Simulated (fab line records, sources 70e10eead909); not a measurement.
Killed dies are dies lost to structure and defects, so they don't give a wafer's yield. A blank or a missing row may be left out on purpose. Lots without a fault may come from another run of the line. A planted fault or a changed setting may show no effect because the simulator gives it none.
fab line records | flow nand_harc
record lots=6 wafers=18 last_day=33
route steps=1302 shown A_SOURCE_PLATE@418 A_ONON_D1@424 END@1302
lots that met no fault: from a run of the same line without faults
start_h: hours from the record's first day to the start of the lot's first wafer shown | wait_h: hours since the lot's step before | " the same as in the row above | L1.1+2: a row that stands for several wafers | - no value, or no start given | * or withheld: withheld | < > ~ a bound
route shown NAME@n: a module of which the file shows steps, and the number in the route of the first | usual: mean/standard deviation of fault-free wafers | same: alike in all rows | chamber/n: place in a boat | sites: the reading at each site | _std_site: their standard deviation | _edge_site: outer sites' mean less inner sites' | radius_mm: how far each site lies from the wafer's centre | mask NAME#n: copy n | behind: the tool/chamber that last shaped the wafer | hold: why the lot was held/for how many hours/how that ended | device: the transistor (n, p or np) that didn't switch | end of line: the same wafers' tests at the end of the route | a step without rows: its recipe alone | killed: dies lost to structure and defects at the first sort, not the wafer's yield | map: a wafer's dies, x killed, . not, _ none there
set.NAME: the setting as run; set.NAME@STEP: as run at that earlier step | model.NAME: the simulator's own value behind a step, which no gauge read
lots at some steps of the route; a table a step, a row a wafer
services: from which hour (start_h, from the record's first day; less than 0 if before it) a tool's chamber was out of use, for how many hours, and why
## steps
# step NHARC_A_SOURCE_PLATE_CVD_03
# recipe target_thk_a=2000 temp_c=620 pressure_mtorr=200 time_s=4000 material=poly-Si
# step NHARC_A_SOURCE_PLATE_ANNEAL_05
# recipe temp_c=850 time_s=1800
# step NHARC_A_SOURCE_PLATE_THK_MEAS_06
# recipe thk_meas_gauge=ellipsometry
# usual thk_nm=199.6/1.9
# columns lot.wafer tool chamber start_h wait_h thk_nm
L128.3 film_metro-02 - 193.06 0.4 198.3
L128.4 " - " " 198.2
L128.5 " - " " 199.3
L130.1 film_metro-01 - 223.16 0.4 198.0
L130.5 " - " " 196.9
L130.6 " - " " 197.3
L134.4 film_metro-01 - 265.60 0.4 202.3
L134.5 " - " " 199.8
L134.6 " - " " 199.5
L135.3 film_metro-01 - 271.39 0.4 200.1
L135.4 " - " " 201.3
L135.6 " - " " 200.5
L143.1 film_metro-01 - 359.44 0.4 201.8
L143.3 " - " " 198.3
L143.6 " - " " 200.3
L146.2 film_metro-01 - 381.09 0.4 198.5
L146.5 " - " " 197.4
L146.6 " - " " 197.4
# step NHARC_A_SOURCE_PLATE_INSPECT_08
# usual raw_defect_count=65/24
# columns lot.wafer tool chamber start_h wait_h raw_defect_count
L128.3 defect_inspect-01 - 193.12 0.0 80
L128.4 " - " " 70
L128.5 " - " " 81
L130.1 defect_inspect-01 - 223.22 0.0 71
L130.5 " - " " 56
L130.6 " - " " 51
L134.4 defect_inspect-01 - 265.71 0.0 76
L134.5 " - " " 60
L134.6 " - " " 82
L135.3 defect_inspect-01 - 271.45 0.0 54
L135.4 " - " " 41
L135.6 " - " " 50
L143.1 defect_inspect-01 - 359.54 0.0 38
L143.3 " - " " 77
L143.6 " - " " 81
L146.2 defect_inspect-02 - 381.15 0.0 71
L146.5 " - " " 87
L146.6 " - " " 105
# step NHARC_A_ONON_D1_DEP_00
# recipe target_thk_a=10000 n2_flow_sccm=2750 n2o_flow_sccm=2000 nh3_flow_sccm=500 sih4_flow_sccm=210 temp_c=400
# step NHARC_A_ONON_D1_THK_MEAS_02
# recipe thk_meas_gauge=ellipsometry
# usual thk_nm=1000/8.7
# columns lot.wafer tool chamber start_h wait_h thk_nm
L128.3 film_metro-01 - 193.70 - 1013
L128.4 " - " " 1013
L128.5 " - " " 1013
L130.1 film_metro-02 - 223.79 - 1002
L130.5 " - " " 1002
L130.6 " - " " 1002
L134.4 film_metro-02 - 266.29 - 981
L134.5 " - " " 981
L134.6 " - " " 980
L135.3 film_metro-02 - 272.03 - 1009
L135.4 " - " " 1010
L135.6 " - " " 1010
L143.1 film_metro-02 - 360.12 - 995
L143.3 " - " " 994
L143.6 " - " " 995
L146.2 film_metro-01 - 381.73 - 994
L146.5 " - " " 995
L146.6 " - " " 993
# step NHARC_A_ONON_D1_DEP_03
# recipe target_thk_a=10000 n2_flow_sccm=2750 n2o_flow_sccm=2000 nh3_flow_sccm=500 sih4_flow_sccm=210 temp_c=400
# step NHARC_A_ONON_D1_THK_MEAS_05
# recipe thk_meas_gauge=ellipsometry
# usual thk_nm=1005/9
# columns lot.wafer tool chamber start_h wait_h thk_nm
L128.3 film_metro-01 - 194.27 - 996
L128.4 " - " " 997
L128.5 " - " " 998
L130.1 film_metro-01 - 224.36 - 999
L130.5 " - " " 998
L130.6 " - " " 1000
L134.4 film_metro-01 - 266.85 - 1015
L134.5 " - " " 1014
L134.6 " - " " 1015
L135.3 film_metro-01 - 272.60 - 990
L135.4 " - " " 990
L135.6 " - " " 989
L143.1 film_metro-02 - 360.69 - 1005
L143.3 " - " " 1002
L143.6 " - " " 1003
L146.2 film_metro-01 - 382.29 - 994
L146.5 " - " " 993
L146.6 " - " " 996
# step NHARC_A_ONON_D1_DEP_06
# recipe target_thk_a=10000 n2_flow_sccm=2750 n2o_flow_sccm=2000 nh3_flow_sccm=500 sih4_flow_sccm=210 temp_c=400
# step NHARC_A_ONON_D1_THK_MEAS_08
# recipe thk_meas_gauge=ellipsometry
# usual thk_nm=1002/9.3
# columns lot.wafer tool chamber start_h wait_h thk_nm
L128.3 film_metro-02 - 194.84 - 994
L128.4 " - " " 994
L128.5 " - " " 993
L130.1 film_metro-01 - 224.94 - 1000
L130.5 " - " " 1000
L130.6 " - " " 997
L134.4 film_metro-02 - 267.43 - 1011
L134.5 " - " " 1011
L134.6 " - " " 1012
L135.3 film_metro-02 - 273.16 - 990
L135.4 " - " " 990
L135.6 " - " " 990
L143.1 film_metro-02 - 361.25 - 1014
L143.3 " - " " 1012
L143.6 " - " " 1011
L146.2 film_metro-01 - 382.86 - 1010
L146.5 " - " " 1010
L146.6 " - " " 1009
# step NHARC_A_ONON_D1_DEP_09
# recipe target_thk_a=10000 n2_flow_sccm=2750 n2o_flow_sccm=2000 nh3_flow_sccm=500 sih4_flow_sccm=210 temp_c=400
# usual susceptor_temp_C=400.03/0.21
# columns lot.wafer tool chamber start_h wait_h susceptor_temp_C
L128.3 pecvd_onon-04 0 195.01 0.2 399.63
L128.4 " 0 " " 400.12
L128.5 " 0 " " 400.04
L130.1 pecvd_onon-02 0 224.99 0.1 400.12
L130.5 " 0 " " 400.05
L130.6 " 0 " " 399.69
L134.4 pecvd_onon-02 0 267.66 0.2 399.97
L134.5 " 0 " " 399.71
L134.6 " 0 " " 400.43
L135.3 pecvd_onon-02 0 273.33 0.2 399.88
L135.4 " 0 " " 399.62
L135.6 " 0 " " 399.92
L143.1 pecvd_onon-04 0 361.31 0.1 399.77
L143.3 " 0 " " 400.01
L143.6 " 0 " " 399.93
L146.2 pecvd_onon-03 0 382.97 0.1 400.29
L146.5 " 0 " " 399.98
L146.6 " 0 " " 399.77
# step NHARC_A_ONON_D1_THK_MEAS_11
# recipe thk_meas_gauge=ellipsometry
# usual thk_nm=1002/7.9
# columns lot.wafer tool chamber start_h wait_h thk_nm
L128.3 film_metro-02 - 195.40 - 1001
L128.4 " - " " 999
L128.5 " - " " 1001
L130.1 film_metro-01 - 225.51 - 1013
L130.5 " - " " 1012
L130.6 " - " " 1014
L134.4 film_metro-02 - 268.00 - 1523
L134.5 " - " " 1522
L134.6 " - " " 1523
L135.3 film_metro-02 - 273.73 - 1501
L135.4 " - " " 1504
L135.6 " - " " 1501
L143.1 film_metro-01 - 361.82 - 981
L143.3 " - " " 984
L143.6 " - " " 981
L146.2 film_metro-01 - 383.42 - 1001
L146.5 " - " " 1002
L146.6 " - " " 1002
# step NHARC_A_ONON_D1_DEP_12
# recipe target_thk_a=10000 n2_flow_sccm=2750 n2o_flow_sccm=2000 nh3_flow_sccm=500 sih4_flow_sccm=210 temp_c=400
# step NHARC_END_SORT_01
# recipe temp_c=25
# usual killed_at_array=49/19 killed_at_other=0.9/1.1 killed_at_periphery=4.0/2.7 killed_dies=54/19 killed_open=3.3/1.8 killed_short=2.6/1.6
# same gross_dies=677
# columns lot.wafer tool chamber start_h wait_h killed_at_array killed_at_other killed_at_periphery killed_dies killed_open killed_short
L135.3 prober-02 0 671.93 3.1 671 0 6 677 4 3
L135.4 prober-02 0 672.72 3.4 673 0 4 677 1 5
L135.6 prober-02 0 674.31 4.0 666 0 11 677 2 1
L134.4 prober-01 0 688.00 3.4 670 3 4 677 5 5
L134.5 prober-01 0 688.80 3.7 670 6 1 677 4 2
L134.6 prober-01 0 689.61 4.0 677 0 0 677 3 5
# killed by level:class
L135.3 A_ONON_D1:area_dep=632 A_CHANNEL_HOLE_D2:chamber_film_flake=10 A_CHANNEL_HOLE_D1:chamber_film_flake=9 A_BONDPAD:chamber_film_flake=7 P_CONTACT:chamber_film_flake=3 A_CHANNEL_FILL_D1:geometric_particle:open=2 A_CHANNEL_FILL_D1:chamber_film_flake=2 A_CHANNEL_FILL_D2:chamber_film_flake=2
L135.4 A_ONON_D1:area_dep=642 A_CHANNEL_HOLE_D2:chamber_film_flake=9 A_CHANNEL_HOLE_D1:chamber_film_flake=4 A_BONDPAD:chamber_film_flake=4 P_CONTACT:chamber_film_flake=3 A_CHANNEL_FILL_D2:chamber_film_flake=3 A_CHANNEL_FILL_D1:geometric_particle:short=2 A_STAIRCASE:chamber_film_flake=2
L135.6 A_ONON_D1:area_dep=627 A_CHANNEL_HOLE_D2:chamber_film_flake=20 P_CONTACT:chamber_film_flake=10 A_CHANNEL_HOLE_D1:chamber_film_flake=3 A_CHANNEL_FILL_D1:chamber_film_flake=3 A_BONDPAD:chamber_film_flake=3 A_STAIRCASE:chamber_film_flake=2 A_WL_FILL:chamber_film_flake=2
L134.4 A_ONON_D1:area_dep=573 A_CHANNEL_HOLE_D1:chamber_film_flake=29 A_SLIT:chamber_film_flake=24 A_CHANNEL_HOLE_D2:chamber_film_flake=12 A_STAIRCASE:chamber_film_flake=9 A_CONTACT:chamber_film_flake=5 P_ZERO_WELL:chamber_film_flake=3 A_CHANNEL_FILL_D2:chamber_film_flake=3
L134.5 A_ONON_D1:area_dep=598 A_CHANNEL_HOLE_D1:chamber_film_flake=31 A_SLIT:chamber_film_flake=13 A_CHANNEL_HOLE_D2:chamber_film_flake=10 A_CONTACT:chamber_film_flake=7 THIN_TSV:chamber_film_flake=5 A_STAIRCASE:chamber_film_flake=3 A_CHANNEL_FILL_D1:chamber_film_flake=2
L134.6 A_ONON_D1:area_dep=600 A_SLIT:chamber_film_flake=28 A_CHANNEL_HOLE_D1:chamber_film_flake=17 A_CHANNEL_HOLE_D2:chamber_film_flake=15 A_CONTACT:chamber_film_flake=4 A_CHANNEL_FILL_D1:geometric_particle:short=2 A_SOURCE_PLATE:geometric_particle:open=1 A_ONON_D1:geometric_particle:short=1
# map L134.4 (x killed, . not)
____________x____________
_________xxxxxxx_________
_______xxxxxxxxxxx_______
______xxxxxxxxxxxxx______
_____xxxxxxxxxxxxxxx_____
____xxxxxxxxxxxxxxxxx____
____xxxxxxxxxxxxxxxxx____
___xxxxxxxxxxxxxxxxxxx___
___xxxxxxxxxxxxxxxxxxx___
__xxxxxxxxxxxxxxxxxxxxx__
__xxxxxxxxxxxxxxxxxxxxx__
_xxxxxxxxxxxxxxxxxxxxxxx_
_xxxxxxxxxxxxxxxxxxxxxxx_
_xxxxxxxxxxxxxxxxxxxxxxx_
_xxxxxxxxxxxxxxxxxxxxxxx_
_xxxxxxxxxxxxxxxxxxxxxxx_
xxxxxxxxxxxxxxxxxxxxxxxxx
xxxxxxxxxxxxxxxxxxxxxxxxx
xxxxxxxxxxxxxxxxxxxxxxxxx
xxxxxxxxxxxxxxxxxxxxxxxxx
xxxxxxxxxxxxxxxxxxxxxxxxx
_xxxxxxxxxxxxxxxxxxxxxxx_
_xxxxxxxxxxxxxxxxxxxxxxx_
_xxxxxxxxxxxxxxxxxxxxxxx_
_xxxxxxxxxxxxxxxxxxxxxxx_
_xxxxxxxxxxxxxxxxxxxxxxx_
__xxxxxxxxxxxxxxxxxxxxx__
__xxxxxxxxxxxxxxxxxxxxx__
___xxxxxxxxxxxxxxxxxxx___
___xxxxxxxxxxxxxxxxxxx___
____xxxxxxxxxxxxxxxxx____
____xxxxxxxxxxxxxxxxx____
_____xxxxxxxxxxxxxxx_____
______xxxxxxxxxxxxx______
_______xxxxxxxxxxx_______
_________xxxxxxx_________
____________x____________
# map L135.3 (x killed, . not)
____________x____________
_________xxxxxxx_________
_______xxxxxxxxxxx_______
______xxxxxxxxxxxxx______
_____xxxxxxxxxxxxxxx_____
____xxxxxxxxxxxxxxxxx____
____xxxxxxxxxxxxxxxxx____
___xxxxxxxxxxxxxxxxxxx___
___xxxxxxxxxxxxxxxxxxx___
__xxxxxxxxxxxxxxxxxxxxx__
__xxxxxxxxxxxxxxxxxxxxx__
_xxxxxxxxxxxxxxxxxxxxxxx_
_xxxxxxxxxxxxxxxxxxxxxxx_
_xxxxxxxxxxxxxxxxxxxxxxx_
_xxxxxxxxxxxxxxxxxxxxxxx_
_xxxxxxxxxxxxxxxxxxxxxxx_
xxxxxxxxxxxxxxxxxxxxxxxxx
xxxxxxxxxxxxxxxxxxxxxxxxx
xxxxxxxxxxxxxxxxxxxxxxxxx
xxxxxxxxxxxxxxxxxxxxxxxxx
xxxxxxxxxxxxxxxxxxxxxxxxx
_xxxxxxxxxxxxxxxxxxxxxxx_
_xxxxxxxxxxxxxxxxxxxxxxx_
_xxxxxxxxxxxxxxxxxxxxxxx_
_xxxxxxxxxxxxxxxxxxxxxxx_
_xxxxxxxxxxxxxxxxxxxxxxx_
__xxxxxxxxxxxxxxxxxxxxx__
__xxxxxxxxxxxxxxxxxxxxx__
___xxxxxxxxxxxxxxxxxxx___
___xxxxxxxxxxxxxxxxxxx___
____xxxxxxxxxxxxxxxxx____
____xxxxxxxxxxxxxxxxx____
_____xxxxxxxxxxxxxxx_____
______xxxxxxxxxxxxx______
_______xxxxxxxxxxx_______
_________xxxxxxx_________
____________x____________
## services
# columns tool chamber start_h hours kind
pecvd_onon-02 - 185.00 13.0 pm
pecvd_onon-03 - 227.43 13.0 pm
pecvd_onon-04 - 311.06 13.0 pm
pecvd_onon-02 - 366.22 13.0 pm
## key
first_sign step=NHARC_A_ONON_D1_THK_MEAS_11 reading=thk_nm direction=up sigmas=64 usual=1002 struck=1512
effect step=NHARC_END_SORT_01 reading=killed_dies direction=up sigmas=33 usual=54 struck=677
more_kills_born_at NHARC_A_ONON_D1_DEP_09@pecvd_onon-02=3672
met_at NHARC_A_ONON_D1_DEP_09
struck_wafers L134.4,L134.5,L134.6,L135.3,L135.4,L135.6
later_rows_left_out L134.4,L134.5,L134.6,L135.3,L135.4,L135.6
tester_left_out L134,L135
onset_between 224.99 267.66
fault kind=process_parameter_drift tool=pecvd_onon-02 chamber=0 onset_h=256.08 steps=NHARC_A_ONON_D1_DEP_09 channel=target_thk_a offset=* shape=step end_h=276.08 acts_in=* stated=*
# tester_left_out: of these lots the tester's yield and bins aren't shown, on N5 and GAA mostly nor the transistor test; their killed dies are dies lost to structure and defects alone, not to doping, threshold or leakage, so they don't give the yield
# later_rows_left_out: the simulator's readings of these wafers behind a module that went badly wrong aren't trusted and aren't shown, but for the sort
